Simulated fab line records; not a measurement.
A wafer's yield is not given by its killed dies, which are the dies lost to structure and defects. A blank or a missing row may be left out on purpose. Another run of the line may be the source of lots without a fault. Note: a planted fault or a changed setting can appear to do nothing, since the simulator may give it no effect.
fab line records -- flow n5Finfet
[record] lots = 9, wafers = 26, lastDay = 17
route steps=1938 shown BEOL_M2@859 BEOL_M4@1111 PASSIVATION@1936
lots that met no fault: taken from a fault-free run of the same line
startH: hours from the record's first day to the start of the lot's first wafer shown -- waitH: time in hours since the lot's previous step -- " the same as in the row above -- L1.1+2: a row that stands for several wafers -- - value missing, or start not given -- * or withheld: withheld -- < > ~ a bound
route shown NAME@n: a module of which the file shows steps, and the number in the route of the first -- usual: mean/standard deviation taken from wafers without a fault -- same: alike in all rows -- chamber/n: place in a boat -- sites: per-site readings -- _std_site: the values' standard deviation -- _edge_site: outer sites' mean less inner sites' -- radiusMm: how far each site lies from the wafer's centre -- mask NAME#n: copy n -- behind: tool/chamber where the wafer was last shaped -- hold: what put the lot on hold/how long, in hours/how the hold closed -- device: the n, p or np transistor that did not switch -- end of line: at the end of the route, the tests of the same wafers -- a step given without rows: its recipe and nothing more -- killed: dies lost to structure and defects at the first sort, not the wafer's yield -- map: a wafer's dies, marking killed ones x, the rest . and places with no die _
set.NAME: the run value of the setting; set.NAME@STEP: its run value at that earlier step -- model.NAME: the simulator's own value behind a step, which no gauge read
route steps across a sampled set of lots; one table per step, one row per wafer
services: a tool's chamber out of use, with start hour (startH, from the record's first day; less than 0 if before it), hours out, and reason
[[steps]]
[step N5_BEOL_M2_ETCH_63]
[recipe] chemistry = CF4, target = SiARC, targetDepthA = 156, maskMaterial = CAR-EUV, timeS = 26, ionEnergyEv = 80, pressureMtorr = 40, sourceW = 545, biasW = 36, Ar_flow_sccm = 100, cf4FlowSccm = 100, ends = cleared
[usual] biasW = 36.00/0.11, cf4FlowSccm = 100.05/0.3, drypumpMotorCurrentA = 5.6/0.41, etchRfOnTimeS = 25.8/0.66, oesProductAu = 0.68/0.073, rfFwdPowerW = 532.3/2.1, rfVppV = 184.1/1.1, showerheadPlenumPTorr = 2.14/0.054, throttleValvePct = 15.6/0.31
lot.wafer,tool,chamber,startH,waitH,biasW,cf4FlowSccm,drypumpMotorCurrentA,etchRfOnTimeS,oesProductAu,rfFwdPowerW,rfHoursCounterH,rfVppV,showerheadPlenumPTorr,throttleValvePct
L603.1,rieDiel-03,3,150.44,0.0,35.93,99.95,5.6,25.8,0.72,533.8,84,186.0,2.25,15.6
L603.2,rieDiel-03,0,150.44,0.0,35.90,99.76,5.5,26.3,0.58,535.6,237,182.3,2.03,15.5
L603.3,rieDiel-03,2,150.44,0.0,36.07,99.70,5.9,25.4,0.77,532.6,22,183.8,2.10,15.5
L607.2,rieDiel-01,1,174.55,0.0,36.04,100.12,5.6,24.4,0.78,529.7,32,183.0,2.18,15.2
L607.3,rieDiel-01,2,174.55,0.0,36.02,100.56,5.8,25.8,0.60,530.4,226,182.8,2.11,16.1
L607.6,rieDiel-01,1,174.55,0.0,36.06,100.48,5.6,24.4,0.78,529.9,-,184.7,2.17,15.2
L609.1,rieDiel-05,0,176.89,0.0,36.07,100.33,5.5,26.5,0.70,532.0,66,185.1,2.24,15.2
L609.2,rieDiel-05,3,176.89,0.0,36.01,99.75,5.6,25.8,0.63,533.5,191,184.3,2.14,15.7
L609.4,rieDiel-05,2,176.89,0.0,36.04,100.01,6.2,26.7,0.58,533.4,225,186.0,2.19,15.8
L610.1,rieDiel-01,1,185.21,0.0,35.95,100.37,5.6,24.6,0.78,530.1,36,185.2,2.17,15.2
L610.3,rieDiel-01,0,185.21,0.0,36.03,100.27,5.1,25.4,0.70,531.3,74,184.1,2.09,15.3
L610.6,rieDiel-01,0,185.21,0.0,35.87,99.70,5.1,25.5,0.70,534.0,-,183.0,2.09,15.3
L615.1,rieDiel-05,0,219.56,0.0,35.87,100.05,5.5,26.3,0.68,534.3,80,183.3,2.23,15.2
L615.2,rieDiel-05,1,219.56,0.0,35.98,100.10,5.5,25.6,0.62,532.8,211,184.0,2.14,16.2
L615.6,rieDiel-05,2,219.56,0.0,35.80,99.72,6.2,26.7,0.58,530.0,-,183.9,2.18,15.8
L617.3,rieDiel-05,1,225.67,0.0,36.08,100.23,5.5,25.6,0.63,533.4,213,184.2,2.13,16.2
L617.4,rieDiel-05,0,225.67,0.0,35.92,99.58,5.5,26.3,0.68,531.1,83,185.1,2.23,15.2
L617.6,rieDiel-05,2,225.67,0.0,35.83,99.72,6.2,26.7,0.58,531.6,-,184.6,2.18,15.8
L618.1,rieDiel-05,0,234.94,0.0,35.97,100.30,5.5,26.4,0.67,532.6,85,185.5,2.23,15.2
L618.3,rieDiel-05,3,234.94,0.0,36.08,99.98,5.6,25.4,0.61,531.3,211,182.8,2.13,15.8
L618.5,rieDiel-05,1,234.94,0.0,36.06,99.68,5.5,25.8,0.62,533.0,-,183.7,2.13,16.2
L621.1,rieDiel-01,1,255.55,0.0,35.92,99.72,5.5,24.8,0.74,532.7,62,184.4,2.16,15.2
L621.5,rieDiel-01,1,255.55,0.0,35.98,99.90,5.6,24.6,0.74,533.0,-,183.0,2.16,15.2
L621.6,rieDiel-01,3,255.55,0.0,36.02,100.19,5.2,25.7,0.70,535.0,-,184.9,2.07,15.6
L623.1,rieDiel-01,0,263.29,0.0,35.91,99.78,5.0,25.3,0.68,532.6,104,184.7,2.08,15.4
L623.5,rieDiel-01,1,263.29,0.0,35.87,99.96,5.6,24.7,0.74,528.7,-,182.8,2.16,15.2
[step N5_BEOL_M2_OVL_MEAS_29]
[recipe] pointsPerWafer = 522
[usual] V1_OVL = 0.0/0.71
lot.wafer,tool,chamber,startH,waitH,V1_OVL[nm]
L603.1,overlay-02,0,151.32,0.0,-0.7
L603.2,overlay-02,0,151.32,0.0,1.1
L603.3,overlay-02,0,151.32,0.0,0.7
L607.2,overlay-02,0,175.28,0.0,-1.1
L607.3,overlay-02,0,175.28,0.0,-1.4
L607.6,overlay-02,0,175.28,0.0,-0.6
L609.1,overlay-01,0,177.66,0.0,0.7
L609.2,overlay-01,0,177.66,0.0,0.2
L609.4,overlay-01,0,177.66,0.0,-0.5
L610.1,overlay-01,0,185.94,0.0,-0.9
L610.3,overlay-01,0,185.94,0.0,-0.6
L610.6,overlay-01,0,185.94,0.0,-0.5
L615.1,overlay-01,0,220.43,0.0,0.0
L615.2,overlay-01,0,220.43,0.0,0.2
L615.6,overlay-01,0,220.43,0.0,0.7
L617.3,overlay-01,0,226.48,0.0,0.3
L617.4,overlay-01,0,226.48,0.0,0.3
L617.6,overlay-01,0,226.48,0.0,0.1
L618.1,overlay-02,0,235.72,0.0,-0.8
L618.3,overlay-02,0,235.72,0.0,-0.6
L618.5,overlay-02,0,235.72,0.0,0.0
L621.1,overlay-02,0,256.28,0.0,-0.4
L621.5,overlay-02,0,256.28,0.0,0.0
L621.6,overlay-02,0,256.28,0.0,-0.1
L623.1,overlay-02,0,264.15,0.0,0.4
L623.5,overlay-02,0,264.15,0.0,0.4
[step N5_BEOL_M2_INSPECT_30]
[recipe] mode = adi, inspectInstrument = brightfield
[usual] rawDefectCount = 390/90
lot.wafer,tool,chamber,startH,waitH,rawDefectCount
L603.1,defectInspect-01,-,151.38,0.1,398
L603.2,defectInspect-01,-,151.38,0.1,381
L603.3,defectInspect-01,-,151.38,0.1,399
L607.2,defectInspect-01,-,175.34,0.0,358
L607.3,defectInspect-01,-,175.34,0.0,369
L607.6,defectInspect-01,-,175.34,0.0,266
L609.1,defectInspect-02,-,177.72,0.1,449
L609.2,defectInspect-02,-,177.72,0.1,534
L609.4,defectInspect-02,-,177.72,0.1,463
L610.1,defectInspect-02,-,186.00,0.1,464
L610.3,defectInspect-02,-,186.00,0.1,465
L610.6,defectInspect-02,-,186.00,0.1,644
L615.1,defectInspect-02,-,220.49,0.1,397
L615.2,defectInspect-02,-,220.49,0.1,475
L615.6,defectInspect-02,-,220.49,0.1,351
L617.3,defectInspect-01,-,226.52,0.0,443
L617.4,defectInspect-01,-,226.52,0.0,414
L617.6,defectInspect-01,-,226.52,0.0,398
L618.1,defectInspect-01,-,235.79,0.1,451
L618.3,defectInspect-01,-,235.79,0.1,396
L618.5,defectInspect-01,-,235.79,0.1,297
L621.1,defectInspect-01,-,256.34,0.1,456
L621.5,defectInspect-01,-,256.34,0.1,280
L621.6,defectInspect-01,-,256.34,0.1,357
L623.1,defectInspect-02,-,264.21,0.1,448
L623.5,defectInspect-02,-,264.21,0.1,553
[step N5_BEOL_M2_TRENCH_ETCH_37]
[recipe] chemistry = C4F6/O2, targetDepthA = 555.55, target = SiOC, timeS = 29.2, ionEnergyEv = 250, pressureMtorr = 30, sourceW = 355, biasW = 185, Ar_flow_sccm = 300, C4F6_flow_sccm = 10, O2_flow_sccm = 10
[usual] C4F6_flow_sccm = 10.00/0.031, O2_flow_sccm = 9.996/0.027, drypumpMotorCurrentA = 5.7/0.44, oes_ar_750_au = 0.81/0.077, oesProductAu = 0.82/0.082, rfFwdPowerW = 350.1/1.8, rfVppV = 673/9.3, showerheadPlenumPTorr = 2.83/0.082, throttleValvePct = 20.79/0.29
lot.wafer,tool,chamber,startH,waitH,C4F6_flow_sccm,O2_flow_sccm,drypumpMotorCurrentA,oes_ar_750_au,oesProductAu,rfFwdPowerW,rfHoursCounterH,rfVppV,showerheadPlenumPTorr,throttleValvePct
L603.1,rieDiel-01,1,152.65,-,10.04,10.034,5.6,0.91,0.92,349.5,25,663,2.89,20.40
L603.2,rieDiel-01,2,152.65,-,10.03,9.958,5.8,0.70,0.70,349.1,219,668,2.80,21.19
L603.3,rieDiel-01,3,152.65,-,10.00,10.067,5.2,0.85,0.87,353.4,41,680,2.79,20.90
L607.2,rieDiel-01,2,175.96,-,-,-,-,-,-,-,-,-,-,-
L607.3,rieDiel-01,0,175.96,-,-,-,-,-,-,-,-,-,-,-
L607.6,rieDiel-01,3,175.96,-,-,-,-,-,-,-,-,-,-,-
L609.1,rieDiel-03,1,186.90,-,-,-,-,-,-,-,-,-,-,-
L609.2,rieDiel-03,3,186.90,-,-,-,-,-,-,-,-,-,-,-
L609.4,rieDiel-03,0,186.90,-,-,-,-,-,-,-,-,-,-,-
L610.1,rieDiel-01,0,191.29,-,-,-,-,-,-,-,-,-,-,-
L610.3,rieDiel-01,2,191.29,-,-,-,-,-,-,-,-,-,-,-
L610.6,rieDiel-01,2,191.29,-,-,-,-,-,-,-,-,-,-,-
L615.1,rieDiel-01,2,225.05,-,10.01,9.954,5.8,0.68,0.69,348.9,244,667,2.79,21.22
L615.2,rieDiel-01,0,225.05,-,9.98,9.968,5.1,0.80,0.80,346.8,87,670,2.77,20.58
L615.6,rieDiel-01,3,225.05,-,10.02,9.968,5.2,0.81,0.83,352.4,-,679,2.77,20.93
L617.3,rieDiel-01,2,231.35,-,10.05,9.972,5.8,0.69,0.68,351.5,246,666,2.79,21.25
L617.4,rieDiel-01,1,231.35,-,10.01,9.928,5.6,0.87,0.88,351.0,50,664,2.88,20.42
L617.6,rieDiel-01,2,231.35,-,10.03,9.965,5.8,0.68,0.69,350.8,-,666,2.79,21.23
L618.1,rieDiel-01,0,238.01,-,9.99,9.999,5.1,0.79,0.80,345.0,91,671,2.77,20.59
L618.3,rieDiel-01,2,238.01,-,10.03,10.000,5.8,0.69,0.68,349.6,248,666,2.79,21.24
L618.5,rieDiel-01,1,238.01,-,9.99,10.010,5.6,0.87,0.87,349.3,-,663,2.88,20.43
L621.1,rieDiel-01,1,266.37,-,9.99,10.005,5.5,0.85,0.86,350.3,67,663,2.87,20.43
L621.5,rieDiel-01,3,266.37,-,10.02,9.985,5.2,0.80,0.82,351.8,-,681,2.77,20.96
L621.6,rieDiel-01,0,266.37,-,10.04,10.007,5.1,0.78,0.79,346.7,-,671,2.76,20.60
L623.1,rieDiel-03,3,268.99,-,9.96,9.981,5.7,0.78,0.80,350.1,133,675,2.97,20.91
L623.5,rieDiel-03,1,268.99,-,9.98,10.021,6.7,0.86,0.86,350.8,-,684,2.75,20.63
[step N5_BEOL_M2_OCD_MEAS_38]
[usual] trenchDepthNm = 56.3/1.1
lot.wafer,tool,chamber,startH,waitH,trenchDepthNm
L603.1,ocd-02,-,152.81,-,57.6
L603.2,ocd-02,-,152.81,-,55.9
L603.3,ocd-02,-,152.81,-,57.0
L607.2,ocd-02,-,176.11,-,0
L607.3,ocd-02,-,176.11,-,0
L607.6,ocd-02,-,176.11,-,0.5
L609.1,ocd-01,-,187.05,-,0
L609.2,ocd-01,-,187.05,-,0.2
L609.4,ocd-01,-,187.05,-,0.3
L610.1,ocd-02,-,191.44,-,0.1
L610.3,ocd-02,-,191.44,-,0
L610.6,ocd-02,-,191.44,-,0
L615.1,ocd-01,-,225.21,-,55.8
L615.2,ocd-01,-,225.21,-,56.0
L615.6,ocd-01,-,225.21,-,57.1
L617.3,ocd-02,-,231.51,-,54.5
L617.4,ocd-02,-,231.51,-,57.3
L617.6,ocd-02,-,231.51,-,55.1
L618.1,ocd-02,-,238.16,-,57.1
L618.3,ocd-02,-,238.16,-,55.0
L618.5,ocd-02,-,238.16,-,57.8
L621.1,ocd-02,-,266.52,-,57.3
L621.5,ocd-02,-,266.52,-,57.1
L621.6,ocd-02,-,266.52,-,56.2
L623.1,ocd-02,-,269.15,-,56.3
L623.5,ocd-02,-,269.15,-,55.9
[step N5_BEOL_M4_RC_MEAS_101]
[usual] DIBL_N = 37.1/1.9, DIBL_P = 37.2/2.3, IOFF_N = 0.18/0.04, IOFF_P = 0.23/0.044, ION_N = 682/11, ION_P = 468/8.6, SS_N = 71.9/0.68, SS_P = 73.5/0.74, VT_N = 248/3.4, VT_P = -248/3.4
lot.wafer,tool,chamber,startH,waitH,DIBL_N[mV/V],DIBL_P[mV/V],IOFF_N[nA/um],IOFF_P[nA/um],ION_N[uA/um],ION_P[uA/um],SS_N[mV/dec],SS_P[mV/dec],VT_N[mV],VT_P[mV]
L603.1,prober-02,0,191.06,0.2,33.6,34.6,0.13,0.19,662,461,71.1,73.4,254,-249
L603.2,prober-02,0,191.06,0.2,35.1,36.4,0.16,0.22,683,468,71.5,74.3,251,-245
L603.3,prober-02,0,191.06,0.2,34.7,36.5,0.15,0.22,676,475,71.6,73.2,252,-249
L615.1,prober-02,0,246.10,0.0,38.3,39.1,0.22,0.28,692,470,72.2,73.0,246,-246
L615.2,prober-02,0,246.10,0.0,37.2,36.0,0.18,0.21,667,453,73.5,73.0,251,-252
L615.6,prober-02,0,246.10,0.0,37.1,35.7,0.19,0.21,663,458,72.6,73.1,248,-251
L617.3,prober-01,0,261.19,0.3,40.2,42.0,0.26,0.30,697,471,73.5,74.6,244,-245
L617.4,prober-01,0,261.19,0.3,37.6,39.5,0.20,0.26,687,465,72.0,74.1,246,-248
L617.6,prober-01,0,261.19,0.3,39.0,39.6,0.22,0.25,681,455,72.6,74.0,246,-247
L618.1,prober-02,0,265.64,0.0,38.1,37.8,0.16,0.21,685,469,71.9,73.6,250,-252
L618.3,prober-02,0,265.64,0.0,37.3,37.4,0.18,0.22,687,471,72.5,73.9,247,-251
L618.5,prober-02,0,265.64,0.0,37.4,37.3,0.16,0.21,676,470,72.7,72.8,251,-251
L621.1,prober-01,0,292.97,0.0,37.6,40.2,0.21,0.29,688,473,72.1,74.6,246,-246
L621.5,prober-01,0,292.97,0.0,37.4,39.5,0.19,0.26,681,464,71.8,74.0,247,-246
L621.6,prober-01,0,292.97,0.0,41.7,43.6,0.32,0.37,699,477,73.5,75.8,240,-244
L623.1,prober-01,0,294.81,0.0,36.3,37.3,0.19,0.26,689,471,72.2,73.4,246,-245
L623.5,prober-01,0,294.81,0.0,32.8,33.6,0.13,0.20,652,457,71.2,71.7,253,-250
[step N5_PASSIVATION_PROBE_49]
[usual] defectLimitedYield = 91.5/1.4, killed_at_M0_to_M3 = 32/9.7, killed_at_M4_up = 14/5.3, killedAtContacts = 11/6, killedAtFrontEnd = 39/14, killedAtOther = 3.3/2.7, killedDies = 100/17, killedOnRim = 14/4, killedOpen = 66/13, killedShort = 32/7.4, sort_bin_4_leakage = 0.02/0.16, sort_bin_5_function = 4.9/0.9, sort_bin_6_memory = 3.2/0.72, sort_bin_8_speed = 0.00/0.0071, sortNPass = 1080/17, sortYieldPct = 91.5/1.4
[same] grossDies = 1180, killedAtBackSide = 0
lot.wafer,tool,chamber,startH,waitH,defectLimitedYield[%],killed_at_M0_to_M3,killed_at_M4_up,killedAtContacts,killedAtFrontEnd,killedAtOther,killedDies,killedOnRim,killedOpen,killedShort,sort_bin_4_leakage[%],sort_bin_5_function[%],sort_bin_6_memory[%],sort_bin_8_speed[%],sortNPass,sortYieldPct[%]
L607.2,prober-02,-,305.18,0.1,0,1128,16,13,18,5,1180,152,66,32,0,96.9,2.6,0,0,0
L607.3,prober-02,-,305.23,0.1,0,1110,27,17,23,3,1180,152,76,32,0,96.8,3.0,0,0,0
L607.6,prober-02,-,305.38,0.3,0,1119,14,11,32,4,1180,152,57,20,0,97.5,2.4,0,0,0
L609.1,prober-02,-,311.33,0.0,0,1125,17,19,17,2,1180,152,51,30,0,97.1,2.6,0,0,0
L609.2,prober-02,-,311.38,0.1,0,1107,14,2,54,3,1180,152,64,29,0,95.8,3.8,0,0,0
L609.4,prober-02,-,311.48,0.2,0,1115,7,10,45,3,1180,152,55,33,0,96.5,2.8,0,0,0
L610.1,prober-02,-,322.81,0.0,0,1100,14,23,41,2,1180,152,73,31,0,96.7,3.1,0,0,0
L610.3,prober-02,-,322.91,0.1,0,1121,10,28,21,0,1180,152,56,32,0,96.9,2.6,0,0,0
L610.6,prober-02,-,323.06,0.3,0,1121,18,18,20,3,1180,152,90,27,0,96.2,3.6,0,0,0
L618.3,prober-01,-,368.03,0.1,90.9,33,11,9,52,2,107,12,67,38,0,4.9,3.7,0,1073,90.9
L617.3,prober-02,-,367.95,0.1,93.9,28,8,4,31,1,72,10,44,27,0,3.3,2.2,0,1108,93.9
L617.4,prober-02,-,368.00,0.2,92.7,27,9,7,41,2,86,14,49,29,0,4.1,2.1,0,1094,92.7
L617.6,prober-02,-,368.10,0.3,93.1,28,7,20,26,0,81,9,59,22,0,3.7,3.1,0,1099,93.1
// killed by level:class
L607.2 BEOL_M2:areaEtch=1082 MOL_CONTACT_COAG:geometricParticle:open=11 BEOL_M2:geometricParticle:open=10 BEOL_M0_SAQP:geometricParticle:open=9 BEOL_M1:geometricParticle:open=9 STI_FIN_REVEAL:geometricParticle:open=7 BEOL_M1:geometricParticle:short=5 BEOL_M3:geometricParticle:short=4
L607.3 BEOL_M2:areaEtch=1071 MOL_CONTACT_COAG:geometricParticle:open=14 BEOL_M3:geometricParticle:open=13 BEOL_M4:geometricParticle:open=10 BEOL_M1:geometricParticle:open=9 STI_FIN_REVEAL:geometricParticle:open=8 BEOL_M5:geometricParticle:short=5 STARTING-WAFER:geometricParticle:short=5
L607.6 BEOL_M2:areaEtch=1102 STI_FIN_REVEAL:geometricParticle:open=11 MOL_CONTACT_COAG:geometricParticle:open=10 BEOL_M3:geometricParticle:open=6 FIN_SAQP:geometricParticle:open=5 BEOL_M4:geometricParticle:open=5 GATE_CUT:geometricParticle:short=4 BEOL_M2:geometricParticle:open=4
L609.1 BEOL_M2:areaEtch=1098 MOL_CONTACT_COAG:geometricParticle:short=10 MOL_CONTACT_COAG:geometricParticle:open=9 BEOL_M2:geometricParticle:open=6 BEOL_M4:geometricParticle:open=6 BEOL_M1:geometricParticle:open=5 BEOL_M3:geometricParticle:open=5 BEOL_M0_SAQP:geometricParticle:open=4
L609.2 BEOL_M2:areaEtch=1081 STI_FIN_REVEAL:geometricParticle:open=30 STI_FIN_REVEAL:geometricParticle:short=5 BEOL_M0_SAQP:geometricParticle:short=5 DUMMY_GATE:geometricParticle:short=4 BEOL_M4:geometricParticle:open=4 BEOL_M11:geometricParticle:open=4 FIN_SAQP:geometricParticle:short=3
L609.4 BEOL_M2:areaEtch=1090 FIN_SAQP:geometricParticle:short=16 STI_FIN_REVEAL:geometricParticle:open=10 MOL_CONTACT_COAG:geometricParticle:open=9 FIN_SAQP:geometricParticle:open=7 BEOL_M0_SAQP:geometricParticle:open=5 BEOL_M1:geometricParticle:open=5 BEOL_M0_SAQP:geometricParticle:short=4
L610.1 BEOL_M2:areaEtch=1075 MOL_CONTACT_COAG:geometricParticle:open=19 STI_FIN_REVEAL:geometricParticle:open=14 BEOL_M2:geometricParticle:open=7 BEOL_M4:geometricParticle:short=7 BEOL_M3:geometricParticle:open=6 FIN_SAQP:geometricParticle:short=5 FIN_SAQP:geometricParticle:open=4
L610.3 BEOL_M2:areaEtch=1091 MOL_CONTACT_COAG:geometricParticle:open=22 BEOL_M0_SAQP:geometricParticle:short=9 BEOL_M0_SAQP:geometricParticle:open=7 FIN_SAQP:geometricParticle:short=6 MOL_CONTACT_COAG:geometricParticle:short=6 BEOL_M3:geometricParticle:open=6 BEOL_M2:geometricParticle:open=5
L610.6 BEOL_M2:areaEtch=1062 MOL_CONTACT_COAG:geometricParticle:open=16 BEOL_M3:geometricParticle:open=14 BEOL_M2:geometricParticle:open=13 BEOL_M0_SAQP:geometricParticle:open=12 BEOL_M4:geometricParticle:open=9 STI_FIN_REVEAL:geometricParticle:open=8 BEOL_M0_SAQP:geometricParticle:short=7
L617.3 GATE_CUT:geometricParticle:short=6 BEOL_M3:geometricParticle:open=6 GATE_CUT:geometricParticle:open=5 STI_FIN_REVEAL:geometricParticle:open=5 BEOL_M0_SAQP:geometricParticle:short=5 FIN_SAQP:geometricParticle:short=4 FIN_SAQP:geometricParticle:open=3 BEOL_M0_SAQP:geometricParticle:open=3
L617.4 FIN_SAQP:geometricParticle:open=8 FIN_SAQP:geometricParticle:short=8 BEOL_M0_SAQP:geometricParticle:open=8 HKMG_FIN:areaEtch=8 GATE_CUT:geometricParticle:short=6 STARTING-WAFER:geometricParticle:open=5 MOL_CONTACT_COAG:geometricParticle:open=5 BEOL_M3:geometricParticle:open=4
L618.3 BEOL_M0_SAQP:geometricParticle:open=15 FIN_SAQP:geometricParticle:short=12 STI_FIN_REVEAL:geometricParticle:open=9 BEOL_M0_SAQP:geometricParticle:short=9 MOL_CONTACT_COAG:geometricParticle:open=8 STARTING-WAFER:geometricParticle:open=7 FIN_SAQP:geometricParticle:open=5 DUMMY_GATE:geometricParticle:open=5
L617.6 MOL_CONTACT_COAG:geometricParticle:open=18 BEOL_M2:geometricParticle:open=7 FIN_SAQP:geometricParticle:short=6 STI_FIN_REVEAL:geometricParticle:open=5 BEOL_M0_SAQP:geometricParticle:short=5 FIN_SAQP:geometricParticle:open=4 BEOL_M0:geometricParticle:open=4 BEOL_M1:geometricParticle:open=3
[[services]]
tool,chamber,startH,hours,kind
rieDiel-03,-,128.90,15.6,pm
rieDiel-03,0,168.28,7.7,repair
rieDiel-01,-,178.16,0.7,repair
rieDiel-03,0,190.42,-,clean
rieDiel-03,0,190.42,-,consumableReplace:esc
rieDiel-03,0,190.42,-,consumableReplace:focusRing
rieDiel-03,0,190.42,-,consumableReplace:showerhead
rieDiel-03,0,190.42,35.4,scheduledDown
rieDiel-03,0,190.42,35.4,ventCycle
rieDiel-05,1,213.01,3.8,repair
rieDiel-05,2,241.53,4.6,repair
rieDiel-01,2,242.59,-,clean
rieDiel-01,2,242.59,-,consumableReplace:focusRing
rieDiel-01,2,242.59,22.9,scheduledDown
rieDiel-01,2,242.59,22.9,ventCycle
rieDiel-05,2,253.64,-,clean
rieDiel-05,2,253.64,-,consumableReplace:focusRing
[[key]]
[firstSign] step = N5_BEOL_M2_TRENCH_ETCH_37, reading = toolRecord, direction = missing
[effect] step = N5_BEOL_M2_OCD_MEAS_38, reading = trenchDepthNm, direction = down, sigmas = 53, usual = 56.3, struck = 0.1
[effect] step = N5_PASSIVATION_PROBE_49, reading = killed_at_M0_to_M3, direction = up, sigmas = 99+, usual = 32, struck = 1116
[moreKillsBornAt] N5_BEOL_M2_TRENCH_ETCH_37@rieDiel-01 = 6483, N5_BEOL_M2_TRENCH_ETCH_37@rieDiel-03 = 3269
metAt N5_BEOL_M2_TRENCH_ETCH_37
struckLots L607,L609,L610
laterRowsLeftOut L607.2,L607.3,L607.6,L609.1,L609.2,L609.4,L610.1,L610.3,L610.6
notActingAt N5_BEOL_M2_ETCH_63,N5_BEOL_M2_OVL_MEAS_29,N5_BEOL_M2_INSPECT_30
onsetBetween 152.65 175.96
[fault] kind = skippedStepWhole, tool = rieDiel-01,rieDiel-03, chamber = -, onsetH = 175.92, steps = N5_BEOL_M2_TRENCH_ETCH_37, scope = struckLotsOnly
// laterRowsLeftOut: the simulator's readings of these wafers behind a module that went badly wrong aren't trusted and aren't shown, but for the sort
